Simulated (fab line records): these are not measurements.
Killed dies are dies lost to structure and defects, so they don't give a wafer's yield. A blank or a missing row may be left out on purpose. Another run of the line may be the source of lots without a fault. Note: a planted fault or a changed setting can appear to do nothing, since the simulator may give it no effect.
Matching of chambers || flow nandHarc || 4 sister chambers for NHARC_A_DECK1_JOINT_CMP_13 on cmp-01
The step polishes, target thk 51.023 nm. 8 wafers are shown with their chamber, then 7 later ones without.

WAFERS, EACH WITH ITS CHAMBER
{"wafer": "L076.5", "chamber": 2, "timeToEndpointS (s)": 3.7, "motorCurrentA (A)": 11.7}
{"wafer": "L080.3", "chamber": 1, "timeToEndpointS (s)": 9.5, "motorCurrentA (A)": 12.3}
{"wafer": "L080.6", "chamber": 0, "timeToEndpointS (s)": 10.2, "motorCurrentA (A)": 11.5}
{"wafer": "L085.2", "chamber": 1, "timeToEndpointS (s)": 10.0, "motorCurrentA (A)": 12.8}
{"wafer": "L085.3", "chamber": 3, "timeToEndpointS (s)": 10.5, "motorCurrentA (A)": 12.4}
{"wafer": "L085.6", "chamber": 2, "timeToEndpointS (s)": 5.3, "motorCurrentA (A)": 12.2}
{"wafer": "L087.3", "chamber": 0, "timeToEndpointS (s)": 13.6, "motorCurrentA (A)": 11.7}
{"wafer": "L087.4", "chamber": 3, "timeToEndpointS (s)": 11.3, "motorCurrentA (A)": 12.6}

WAFERS MISSING THEIR CHAMBER
{"wafer": "L087.6", "timeToEndpointS (s)": 11.0, "motorCurrentA (A)": 12.5}
{"wafer": "L094.3", "timeToEndpointS (s)": 9.1, "motorCurrentA (A)": 11.4}
{"wafer": "L094.5", "timeToEndpointS (s)": 9.2, "motorCurrentA (A)": 11.4}
{"wafer": "L094.6", "timeToEndpointS (s)": 8.7, "motorCurrentA (A)": 12.0}
{"wafer": "L095.2", "timeToEndpointS (s)": 11.4, "motorCurrentA (A)": 12.9}
{"wafer": "L095.4", "timeToEndpointS (s)": 9.8, "motorCurrentA (A)": 12.0}
{"wafer": "L095.6", "timeToEndpointS (s)": 12.5, "motorCurrentA (A)": 11.6}

THE CHAMBER EACH PASSED THROUGH
{"wafer": "L087.6", "from the rows above": "can't be placed: 3 or 1", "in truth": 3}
{"wafer": "L094.3", "from the rows above": "can't be placed: 0 or 2", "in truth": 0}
{"wafer": "L094.5", "from the rows above": "can't be placed: 0 or 2", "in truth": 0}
{"wafer": "L094.6", "from the rows above": "can't be placed: 1 or 3 or 0 or 2", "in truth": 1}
{"wafer": "L095.2", "from the rows above": "can't be placed: 3 or 1", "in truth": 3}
{"wafer": "L095.4", "from the rows above": "can't be placed: 3 or 1 or 0 or 2", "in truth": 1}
{"wafer": "L095.6", "from the rows above": 0, "in truth": 0}
Correct placement for 1 of the 7. Cannot be placed on the basis of these rows: 6; the candidates contain the true chamber in 6. Wrongly placed: 0.
How it was worked out, from the rows above alone: a wafer's distance from a chamber is the root of the sum, over the readings, of the square of ((its reading less the chamber's mean) divided by the reading's scatter). The wafer belongs to the nearest chamber; if the next one is less than 2 further off, it can't be placed. The mean given for a chamber averages the wafers shown for that chamber. The scatter: take each reading less its chamber's mean, square it, sum over the shown wafers, divide by the number of wafers less the number of chambers, and take the root.
